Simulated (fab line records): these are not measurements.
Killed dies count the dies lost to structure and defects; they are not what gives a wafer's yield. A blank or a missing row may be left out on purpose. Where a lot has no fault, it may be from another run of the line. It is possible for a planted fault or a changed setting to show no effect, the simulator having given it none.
fab line records	flow nand-harc
record: lots: 12	wafers: 36	last-day: 34
route steps=1302 shown P_ZERO_WELL@14 END@1302
lots that met no fault: from a run of the same line without faults
start-h: the number of hours between the record's first day and the start of the first shown wafer of the lot	wait-h: hours from the lot's prior step to this one	" unchanged from the row above	L1.1+2: several wafers, shown together as one row	- no value present, or no start provided	* or withheld: withheld	< > ~ a bound
route shown NAME@n: a module of which the file shows steps, and the number in the route of the first	usual: average and standard deviation across the fault-free wafers	same: alike in all rows	chamber/n: place in a boat	sites: each site's reading	_std_site: their standard deviation	_edge_site: mean of outer sites minus mean of inner sites	radius-mm: for every site, how far away it sits from the centre of the wafer	mask NAME#n: copy n	behind: tool/chamber where the wafer was last shaped	hold: the reason the lot was held/the length of the hold in hours/how it ended	device: transistor that didn't switch, given as n, p or np	end of line: tests of these same wafers at the route's end	where a step has no rows: the recipe by itself	killed: at the first sort, the dies lost to defects and structure; wafer yield is something else	map: a wafer's dies, x killed, . not, _ none there
set.NAME: the setting the step ran with; set.NAME@STEP: the setting that earlier step ran with	model.NAME: the simulator's own value behind a step, which no gauge read
route steps across a sampled set of lots; one table per step, one row per wafer
services: the hour from which a tool's chamber was out of use, counted from the record's first day as start-h (under 0 if before that day), plus the number of hours and why
== steps ==
step: NHARC_P_ZERO_WELL_CD_MEAS_11
recipe: target-cd-nm: 500	landing-energy-ev: 500
usual: cd-nm: 500.0/1.5
lot.wafer	tool	chamber	start-h	wait-h	cd-nm
L516.1	cd-sem-02	0	31.30	-	501.5
L516.2	"	0	"	"	499.4
L516.4	"	0	"	"	499.9
L517.1	cd-sem-01	0	41.13	-	499.3
L517.4	"	0	"	"	500.2
L517.6	"	0	"	"	499.3
L518.1	cd-sem-03	0	51.25	-	498.0
L518.3	"	0	"	"	499.7
L518.5	"	0	"	"	500.8
L522.2	cd-sem-02	0	91.12	-	497.6
L522.5	"	0	"	"	498.6
L522.6	"	0	"	"	498.8
L524.1	cd-sem-02	0	111.23	-	499.6
L524.2	"	0	"	"	498.6
L524.6	"	0	"	"	501.8
L525.1	cd-sem-03	0	121.51	-	501.9
L525.3	"	0	"	"	501.5
L525.6	"	0	"	"	501.6
L530.2	cd-sem-02	0	171.11	-	499.9
L530.3	"	0	"	"	498.2
L530.4	"	0	"	"	498.6
L531.2	cd-sem-01	0	181.32	-	500.9
L531.3	"	0	"	"	502.5
L531.4	"	0	"	"	501.5
L532.2	cd-sem-01	0	191.43	-	500.8
L532.4	"	0	"	"	501.4
L532.5	"	0	"	"	502.1
L535.1	cd-sem-02	0	221.24	-	501.2
L535.2	"	0	"	"	499.6
L535.4	"	0	"	"	499.9
L536.1	cd-sem-03	0	231.25	-	500.3
L536.3	"	0	"	"	499.8
L536.5	"	0	"	"	499.1
L538.1	cd-sem-01	0	251.23	-	500.8
L538.4	"	0	"	"	500.1
L538.5	"	0	"	"	498.3
step: NHARC_P_ZERO_WELL_DESCUM_13
recipe: time-s: 3	o2-flow-sccm: 200	ar-flow-sccm: 0	bias-power-w: 0	chemistry: O2
usual: drypump-motor-current-A: 5.9/0.54	oes-product-au: 0.998/0.0068	rf-vpp-V: 57.7/0.91	showerhead-plenum-p-Torr: 1.90/0.071	throttle-valve-pct: 11.311/0.0095
lot.wafer	tool	chamber	start-h	wait-h	drypump-motor-current-A	oes-product-au	rf-hours-counter-h	rf-vpp-V	showerhead-plenum-p-Torr	throttle-valve-pct
L516.2	rie-diel-02	3	31.45	-	5.3	0.990	44	59.3	1.93	11.305
L516.1	"	0	"	"	4.9	1.002	45	57.5	1.80	11.320
L516.4	"	0	"	"	4.9	0.996	-	58.4	1.80	11.311
L517.1	rie-diel-07	1	41.30	-	6.1	1.013	26	57.5	1.77	11.316
L517.4	"	2	"	"	6.5	0.991	29	56.0	1.96	11.314
L517.6	"	0	"	"	6.0	0.990	-	58.1	1.98	11.309
L518.1	rie-diel-04	0	51.42	-	6.1	0.997	14	57.8	1.82	11.298
L518.3	"	2	"	"	6.3	0.995	12	57.2	1.88	11.306
L518.5	"	0	"	"	6.1	0.992	-	57.7	1.82	11.315
L522.2	rie-diel-02	1	91.29	-	5.6	1.000	16	56.7	1.87	11.307
L522.5	"	3	"	"	5.4	0.997	-	58.2	1.92	11.326
L522.6	"	0	"	"	4.9	0.992	-	56.0	1.79	11.308
L524.1	rie-diel-07	0	111.39	-	6.1	0.998	48	57.7	1.98	11.319
L524.2	"	1	"	"	6.1	0.994	45	58.1	1.77	11.304
L524.6	"	1	"	"	6.1	1.003	-	55.8	1.77	11.315
L525.3	rie-diel-02	1	121.66	-	5.7	0.999	25	58.1	1.87	11.316
L525.1	"	0	"	"	4.9	0.993	25	58.0	1.79	11.315
L525.6	"	2	"	"	5.4	0.995	-	57.7	1.82	11.311
L530.2	rie-diel-04	0	171.27	-	6.1	0.988	50	57.7	1.81	11.304
L530.3	"	3	"	"	6.0	1.006	54	57.3	1.89	11.308
L530.4	"	0	"	"	6.1	1.000	-	57.4	1.81	11.304
L531.3	rie-diel-07	3	181.47	-	5.1	1.005	21	57.8	1.87	11.317
L531.2	"	1	"	"	6.1	0.996	24	58.4	2.07	11.312
L531.4	"	2	"	"	6.5	0.995	23	57.0	1.95	11.309
L532.4	rie-diel-07	3	191.59	-	5.1	0.993	25	57.2	1.87	11.328
L532.2	"	1	"	"	6.1	0.990	30	57.6	2.07	11.303
L532.5	"	3	"	"	5.1	1.001	-	57.3	1.87	11.311
L535.1	rie-diel-04	0	222.48	-	6.0	1.005	13	58.0	1.81	11.307
L535.4	"	1	"	"	6.8	0.999	12	57.7	1.99	11.299
L535.2	"	2	"	"	6.3	1.003	12	57.7	1.87	11.299
L536.1	rie-diel-04	3	231.40	-	6.0	0.993	16	57.1	1.88	11.300
L536.3	"	1	"	"	6.7	0.993	16	57.9	1.99	11.320
L536.5	"	3	"	"	6.0	1.000	-	57.3	1.88	11.318
L538.1	rie-diel-07	0	251.41	-	6.0	0.996	47	56.2	1.96	11.314
L538.4	"	3	"	"	5.1	0.996	-	56.2	1.87	11.303
L538.5	"	0	"	"	6.0	1.004	-	59.5	1.96	11.315
step: NHARC_P_ZERO_WELL_ETCH_65
recipe: target-depth-a: 800	overetch-a: 240	time-s: 87.88	ion-energy-ev: 200	n2-flow-sccm: 150	h2-flow-sccm: 150	ar-flow-sccm: 0	rf-w: 400	bias-w: 150	chemistry: N2/H2
usual: drypump-motor-current-A: 5.9/0.56	h2-flow-sccm: 150.0/0.42	oes-product-au: 0.998/0.0066	rf-vpp-V: 430.2/2.3	showerhead-plenum-p-Torr: 2.03/0.081	throttle-valve-pct: 14.171/0.0093
lot.wafer	tool	chamber	start-h	wait-h	drypump-motor-current-A	h2-flow-sccm	oes-product-au	rf-hours-counter-h	rf-vpp-V	showerhead-plenum-p-Torr	throttle-valve-pct
L516.2	rie-diel-02	3	31.57	0.1	5.3	150.2	0.998	44	429.7	2.05	14.161
L516.1	"	0	"	"	4.9	149.7	1.001	45	428.2	1.91	14.173
L516.4	"	3	"	"	5.4	150.3	0.992	-	429.3	2.05	14.170
L517.4	rie-diel-07	2	41.37	0.1	6.5	150.5	0.997	29	430.4	2.09	14.178
L517.1	"	1	"	"	6.1	150.0	1.003	26	424.7	1.89	14.167
L517.6	"	3	"	"	5.1	150.3	0.999	-	429.8	2.01	14.161
L518.3	rie-diel-04	2	51.51	0.1	6.3	150.3	0.995	12	430.1	2.00	14.188
L518.1	"	3	"	"	6.0	149.6	1.009	14	431.1	2.03	14.163
L518.5	"	0	"	"	6.0	150.0	0.996	-	427.9	1.94	14.156
L522.2	rie-diel-02	2	91.38	0.1	5.4	149.9	0.997	13	428.2	1.95	14.184
L522.5	"	3	"	"	5.4	151.3	1.006	-	429.1	2.05	14.167
L522.6	"	0	"	"	4.9	150.0	0.993	-	426.4	1.91	14.162
L524.2	rie-diel-07	3	111.49	0.1	5.2	150.0	0.996	54	430.7	2.00	14.173
L524.1	"	0	"	"	6.0	149.7	0.999	48	433.4	2.11	14.158
L524.6	"	2	"	"	6.5	149.7	0.999	-	431.2	2.09	14.172
L525.1	rie-diel-02	2	121.75	0.1	5.4	149.6	0.988	23	429.9	1.94	14.161
L525.3	"	3	"	"	5.3	149.6	0.997	23	430.9	2.04	14.169
L525.6	"	2	"	"	5.4	149.5	0.999	-	428.8	1.94	14.165
L530.2	rie-diel-04	3	171.37	0.1	6.0	149.8	1.002	54	429.9	2.01	14.167
L530.3	"	0	"	"	6.1	149.4	1.002	50	427.1	1.93	14.171
L530.4	"	3	"	"	6.0	150.1	0.995	-	429.3	2.01	14.177
L531.4	rie-diel-07	2	181.56	0.1	6.5	149.9	0.999	23	432.2	2.08	14.167
L531.3	"	3	"	"	5.1	149.3	0.996	21	430.0	2.00	14.169
L531.2	"	1	"	"	6.1	149.8	0.996	24	434.8	2.21	14.166
L532.2	rie-diel-07	1	191.67	0.1	6.1	149.9	0.982	30	435.1	2.21	14.169
L532.4	"	0	"	"	6.1	149.8	0.999	27	431.7	2.10	14.162
L532.5	"	2	"	"	6.5	150.3	1.007	-	431.0	2.07	14.178
L535.2	rie-diel-04	3	222.59	0.1	6.0	150.2	0.981	10	429.9	2.01	14.179
L535.1	"	0	"	"	6.1	151.0	1.004	13	426.8	1.92	14.159
L535.4	"	1	"	"	6.7	150.4	0.994	12	432.5	2.13	14.183
L536.1	rie-diel-04	1	231.57	0.2	6.8	149.9	0.993	16	433.2	2.13	14.170
L536.3	"	3	"	"	6.0	150.0	0.996	16	428.4	2.00	14.171
L536.5	"	2	"	"	6.3	149.7	1.001	-	430.0	1.99	14.169
L538.1	rie-diel-07	2	251.50	0.1	6.5	150.4	1.011	49	431.4	2.07	14.164
L538.5	"	2	"	"	6.5	150.4	1.002	-	429.6	2.07	14.176
L538.4	"	0	"	"	6.1	150.6	1.005	-	433.1	2.09	14.148
step: NHARC_P_ZERO_WELL_CD_MEAS_37
recipe: target-cd-nm: 720	landing-energy-ev: 500
usual: cd-nm: 720.1/1.3
lot.wafer	tool	chamber	start-h	wait-h	cd-nm
L516.1	cd-sem-03	0	34.31	-	721.2
L516.2	"	0	"	"	720.5
L516.4	"	0	"	"	722.3
L517.1	cd-sem-02	0	43.98	-	721.5
L517.4	"	0	"	"	721.7
L517.6	"	0	"	"	720.5
L518.1	cd-sem-03	0	54.25	-	720.4
L518.3	"	0	"	"	720.5
L518.5	"	0	"	"	719.1
L522.2	cd-sem-02	0	93.90	-	721.0
L522.5	"	0	"	"	722.1
L522.6	"	0	"	"	722.0
L524.1	cd-sem-02	0	114.33	-	718.4
L524.2	"	0	"	"	722.3
L524.6	"	0	"	"	720.3
L525.1	cd-sem-01	0	124.82	-	718.8
L525.3	"	0	"	"	720.6
L525.6	"	0	"	"	721.0
L530.2	cd-sem-01	0	174.34	-	718.1
L530.3	"	0	"	"	719.8
L530.4	"	0	"	"	719.9
L531.2	cd-sem-01	0	184.42	-	717.7
L531.3	"	0	"	"	720.1
L531.4	"	0	"	"	718.0
L532.2	cd-sem-01	0	194.51	-	719.8
L532.4	"	0	"	"	720.2
L532.5	"	0	"	"	720.4
L535.1	cd-sem-02	0	225.48	-	722.8
L535.2	"	0	"	"	720.4
L535.4	"	0	"	"	722.9
L536.1	cd-sem-01	0	234.19	-	720.3
L536.3	"	0	"	"	720.8
L536.5	"	0	"	"	719.4
L538.1	cd-sem-03	0	254.15	-	719.8
L538.4	"	0	"	"	717.5
L538.5	"	0	"	"	719.5
step: NHARC_P_ZERO_WELL_INSPECT_43
usual: raw-defect-count: 13/5.7
lot.wafer	tool	chamber	start-h	wait-h	raw-defect-count
L516.1	defect-inspect-01	-	37.83	0.6	16
L516.2	"	-	"	"	9
L516.4	"	-	"	"	13
L517.1	defect-inspect-02	-	47.37	0.6	13
L517.4	"	-	"	"	9
L517.6	"	-	"	"	15
L518.1	defect-inspect-02	-	57.68	0.6	23
L518.3	"	-	"	"	20
L518.5	"	-	"	"	14
L522.2	defect-inspect-01	-	97.37	0.5	19
L522.5	"	-	"	"	21
L522.6	"	-	"	"	9
L524.1	defect-inspect-02	-	117.79	0.6	11
L524.2	"	-	"	"	2
L524.6	"	-	"	"	7
L525.1	defect-inspect-02	-	128.28	0.6	8
L525.3	"	-	"	"	11
L525.6	"	-	"	"	3
L530.2	defect-inspect-01	-	177.82	0.5	5
L530.3	"	-	"	"	7
L530.4	"	-	"	"	7
L531.2	defect-inspect-02	-	189.60	0.5	1282
L531.3	"	-	"	"	22
L531.4	"	-	"	"	30
L532.2	defect-inspect-01	-	197.91	0.5	1245
L532.4	"	-	"	"	11
L532.5	"	-	"	"	13
L535.1	defect-inspect-01	-	229.41	0.6	14
L535.2	"	-	"	"	6
L535.4	"	-	"	"	14
L536.1	defect-inspect-02	-	237.52	0.6	19
L536.3	"	-	"	"	10
L536.5	"	-	"	"	12
L538.1	defect-inspect-02	-	257.61	0.6	12
L538.4	"	-	"	"	7
L538.5	"	-	"	"	13
step: NHARC_END_SORT_01
recipe: temp-c: 25
usual: killed-at-array: 53/21	killed-at-other: 1.0/1.3	killed-at-periphery: 3.8/2.4	killed-dies: 58/21	killed-open: 3.4/1.9	killed-short: 2.4/1.5
same: gross-dies: 677
lot.wafer	tool	chamber	start-h	wait-h	killed-at-array	killed-at-other	killed-at-periphery	killed-dies	killed-open	killed-short
L531.2	prober-02	0	743.50	2.8	72	1	109	182	3	4
L531.3	prober-02	0	744.32	3.1	106	0	4	110	4	2
L531.4	prober-02	0	745.13	3.4	72	0	4	76	4	0
L532.2	prober-01	0	743.51	2.8	25	3	116	144	1	3
L532.4	prober-01	0	745.10	3.4	34	1	3	38	2	3
L532.5	prober-01	0	745.90	3.7	58	3	3	64	2	3
killed by level:class
L531.2 P_ZERO_WELL:unspecified=106 A_SLIT:chamber-film-flake=21 A_CHANNEL_HOLE_D2:chamber-film-flake=17 A_CHANNEL_HOLE_D1:chamber-film-flake=13 A_CONTACT:chamber-film-flake=8 A_CHANNEL_FILL_D2:chamber-film-flake=5 A_WL_FILL:geometric-particle:short=2 A_WL_FILL:chamber-film-flake=2
L532.2 P_ZERO_WELL:unspecified=113 A_CHANNEL_HOLE_D1:chamber-film-flake=15 P_GATE:chamber-film-flake=3 A_SLIT:chamber-film-flake=3 THIN_TSV:chamber-film-flake=3 A_STAIRCASE:chamber-film-flake=2 A_CHANNEL_HOLE_D1:geometric-particle:short=1 A_WL_FILL:geometric-particle:short=1
L531.3 A_CHANNEL_HOLE_D1:chamber-film-flake=40 A_SLIT:chamber-film-flake=18 A_CONTACT:chamber-film-flake=16 A_CHANNEL_HOLE_D2:chamber-film-flake=15 A_CHANNEL_FILL_D2:chamber-film-flake=5 A_STAIRCASE:chamber-film-flake=5 P_STI:chamber-film-flake=2 A_CHANNEL_FILL_D1:chamber-film-flake=2
L532.4 A_CHANNEL_HOLE_D1:chamber-film-flake=17 A_SLIT:chamber-film-flake=7 A_CHANNEL_FILL_D2:chamber-film-flake=3 P_GATE:chamber-film-flake=2 P_CONTACT:geometric-particle:short=1 A_ONON_D1:geometric-particle:short=1 A_CHANNEL_FILL_D1:geometric-particle:short=1 A_CONTACT:geometric-particle:open=1
L531.4 A_SLIT:chamber-film-flake=20 A_CHANNEL_HOLE_D1:chamber-film-flake=16 A_CHANNEL_HOLE_D2:chamber-film-flake=15 A_CONTACT:chamber-film-flake=9 A_CHANNEL_FILL_D1:chamber-film-flake=3 A_CHANNEL_FILL_D2:chamber-film-flake=3 P_M2:geometric-particle:open=1 A_ONON_D1:geometric-particle:open=1
L532.5 A_CHANNEL_HOLE_D1:chamber-film-flake=40 A_STAIRCASE:chamber-film-flake=3 A_SLIT:chamber-film-flake=3 A_WL_FILL:chamber-film-flake=3 THIN_TSV:chamber-film-flake=3 P_GATE:chamber-film-flake=2 A_CHANNEL_FILL_D2:chamber-film-flake=2 P_M1:geometric-particle:short=1
== services ==
tool	chamber	start-h	hours	kind
rie-diel-02	0	12.31	1.7	repair
rie-diel-04	-	20.23	0.7	repair
rie-diel-07	0	27.58	-	clean
rie-diel-07	1	27.58	-	clean
rie-diel-07	2	27.58	-	clean
rie-diel-07	3	27.58	-	clean
rie-diel-02	1	30.07	10.9	repair
rie-diel-02	-	39.73	9.0	pm
rie-diel-07	0	52.10	-	clean
rie-diel-07	1	52.10	-	clean
rie-diel-07	2	52.10	-	clean
rie-diel-07	1	80.62	7.5	repair
rie-diel-07	2	86.21	2.4	repair
rie-diel-07	-	105.69	0.4	repair
rie-diel-07	-	119.37	9.0	pm
rie-diel-04	2	122.02	11.2	repair
rie-diel-04	0	126.27	2.3	repair
rie-diel-04	1	133.26	13.0	repair
rie-diel-07	2	135.11	1.5	repair
rie-diel-02	-	146.75	0.8	repair
rie-diel-04	2	170.29	5.6	repair
rie-diel-04	-	178.27	9.0	pm
rie-diel-02	-	216.99	9.0	pm
rie-diel-07	1	247.23	8.4	repair
== key ==
first-sign: step: NHARC_P_ZERO_WELL_INSPECT_43	reading: raw-defect-count	direction: up	sigmas: 99+	usual: 13	struck: 1264
effect: step: NHARC_END_SORT_01	reading: killed-at-periphery	direction: up	sigmas: 45	usual: 3.8	struck: 112.5
more-kills-born-at: NHARC_P_ZERO_WELL_ETCH_65@rie-diel-07: 219
met-at NHARC_P_ZERO_WELL_ETCH_65
struck-lots L531,L532
struck-wafers L531.2,L532.2
tester-left-out L531,L532
not-acting-at NHARC_P_ZERO_WELL_CD_MEAS_11,NHARC_P_ZERO_WELL_DESCUM_13,NHARC_P_ZERO_WELL_CD_MEAS_37
onset-between 41.37 181.56
fault: kind: chamber-particle-source	tool: rie-diel-07	chamber: 1	onset-h: 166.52	steps: NHARC_P_ZERO_WELL_ETCH_65	rate-per-visit-cm2: 1.945	end-h: 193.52
tester-left-out: of these lots the tester's yield and bins aren't shown, on N5 and GAA mostly nor the transistor test; their killed dies are dies lost to structure and defects alone, not to doping, threshold or leakage, so they don't give the yield
